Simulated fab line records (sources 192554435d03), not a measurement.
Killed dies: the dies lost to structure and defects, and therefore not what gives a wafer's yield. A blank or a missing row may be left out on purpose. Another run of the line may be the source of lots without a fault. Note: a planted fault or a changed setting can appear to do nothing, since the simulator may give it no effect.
Chamber matching ; flow n5_finfet ; 4 sister chambers for N5_BEOL_M3_ETCH_64 on rie_diel-02
The step etches SOC in N2/H2, target depth 75 nm, overetch 15 nm, time 112.5 s. 4 wafers are shown with their chamber, then 11 later ones without.

WAFERS, EACH WITH ITS CHAMBER
wafer;chamber;drypump_motor_current_A (A)
L080.4;2;6.5
L083.2;3;6.8
L083.5;1;6.4
L084.2;0;5.4

WAFERS WITH NO CHAMBER GIVEN
wafer;drypump_motor_current_A (A)
L084.4;5.4
L084.5;6.8
L089.1;5.4
L089.2;6.8
L089.4;6.4
L088.1;5.4
L088.2;6.4
L088.5;6.4
L096.1;6.8
L096.3;5.4
L096.4;6.6

CHAMBER TAKEN BY EACH
wafer;from the rows above;in truth
L084.4;0;0
L084.5;3;3
L089.1;0;0
L089.2;3;3
L089.4;1;1
L088.1;0;0
L088.2;1;1
L088.5;1;1
L096.1;3;3
L096.3;0;0
L096.4;2;2
11 of 11 placed correctly. Not placeable from these rows: 0. Number placed wrongly: 0.
How it was worked out, from the rows above alone: a wafer's distance from a chamber is the root of the sum, over the readings, of the square of ((its reading less the chamber's mean) divided by the reading's scatter). If the next closest chamber is less than 2 further off than the closest, the wafer can't be placed; otherwise it belongs to the closest. A chamber's mean is the mean of its shown wafers. The scatter: with one shown wafer a chamber, the root of the mean of the squares of how far each hidden wafer lies from its nearest shown one.
